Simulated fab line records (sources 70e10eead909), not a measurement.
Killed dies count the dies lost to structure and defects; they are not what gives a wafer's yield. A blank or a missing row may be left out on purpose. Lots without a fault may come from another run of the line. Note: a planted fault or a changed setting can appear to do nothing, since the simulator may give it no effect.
A lot that was struck, set against a sound lot ; flow nand harc ; 13 out of 1159 route steps
Sound: the wafers L730.1, L730.3, L730.4. Wafers L726.1, L726.3, L726.6 were the ones struck. The cause is given at the end.
For every step that has rows: the tool of each side, followed by ch and its chambers, followed by its first start. Under that, the readings that differ: sound wafers ; struck wafers ; difference of the means ; sigmas: that difference in standard deviations of wafers without a fault.
alike: a reading whose means differ by less than 2 such deviations, as well as words and numbers matching on both sides. not compared: withheld readings; readings where some wafer has no value; bounds like >300 that might hide an equal value; numbers whose values overlap and for which the record gives no deviation.
The two part at a step that has a row with sigmas, a row that says differs or no value, or rows on one side only. Numbers that don't overlap but have no deviation are shown without sigmas and don't part them. Lack of a reading on every wafer of one side parts them only where that side has two or more wafers.

NHARC_A_WL_FILL_ALD_02: deposits TiN, target thk 2 nm, pulse time 3 s, ald cycles 100.
  sound on ald metal-02 ch 0,1,3, day 18 15:12; struck on ald metal-04 ch 1,2,3, day 17 17:45
  alike: heater power outer w, heater power w, precursor pulse height rel
NHARC_A_WL_FILL_CVD_03: deposits W, target thk 40 nm, time 3302 s.
  sound on cvd w-01 ch 0,1, day 18 18:35; struck on cvd w-02 ch 0,1, day 17 18:33
  alike: heater power outer w, heater power w, throttle valve pct
NHARC_A_WL_FILL_ETCHBACK_04: etches the open film in NF3, target depth 60 nm, time 120 s.
  sound on rie metal-03 ch 0,1, day 18 21:27; struck on rie metal-01 ch 0,1, day 17 21:51
reading;sound;struck;difference;sigmas
oes product au (a.u.);0.999 0.987 0.999;1.024 1.006 1.025;+0.023;+2
  alike: chamber pressure mTorr, drypump motor current A
  not compared: rf hours counter h
NHARC_A_WL_FILL_ETCHBACK_05: etches the open film in Cl2/BCl3, target depth 22 nm, time 60 s.
  sound on rie metal-03 ch 0,1, day 18 21:42; struck on rie metal-01 ch 0,1, day 17 22:06
  alike: chamber pressure mTorr, drypump motor current A, oes product au
  not compared: rf hours counter h
then, 6 steps without rows for these wafers: NHARC_A_WL_FILL_STRIP_27 (strips in N2/H2, time 20 s); NHARC_A_WL_FILL_STRIP_28 (strips in post etch residue remover, time 1200 s); NHARC_A_WL_FILL_PRECLEAN_06 (cleans in DIW, time 300 s); NHARC_A_WL_FILL_SRD_07; NHARC_A_WL_FILL_ANNEAL_08 (time 1800 s); NHARC_A_WL_FILL_ALD_10 (deposits SiO2, target thk 50 nm, pulse time 10 s, ald cycles 500).
NHARC_A_WL_FILL_ETCHBACK_16: etches the open film in C4F8/O2/Ar, target depth 88 nm, time 17.6 s.
  sound on rie diel-12 ch 0,2,3, day 19 08:20; struck on rie diel-12 ch 2,3, day 18 10:21
  no value came back on the struck wafers for any of 5 readings (bias w (W), chamber pressure mTorr (mTorr) and others); on the sound wafers bias w (W) reads 794.1 806.1 797.8
NHARC_A_WL_FILL_STRIP_29: strips in O2, time 20 s.
  sound on rie diel-12 ch 0,1,2, day 19 08:26; struck on rie diel-12 ch 0,2,3, day 18 10:26
  alike: chamber pressure mTorr, drypump motor current A, oes product au, rf vpp V, showerhead plenum p Torr, throttle valve pct
  not compared: rf hours counter h
-- jump in the record: it breaks off in module A_WL_FILL and resumes in module END (first step shown: number 1159 of the route), and 4 days separate the struck wafers' starts before and after --
NHARC_END_SORT_01:
  the record has rows for the struck wafers here (prober-02 ch 0, day 22 03:28) and none for the sound ones

== WHERE THEY PART ==
Earliest at NHARC_A_WL_FILL_ETCHBACK_04; latest, in this record, at NHARC_END_SORT_01.

WHY: what had been put in by the simulator
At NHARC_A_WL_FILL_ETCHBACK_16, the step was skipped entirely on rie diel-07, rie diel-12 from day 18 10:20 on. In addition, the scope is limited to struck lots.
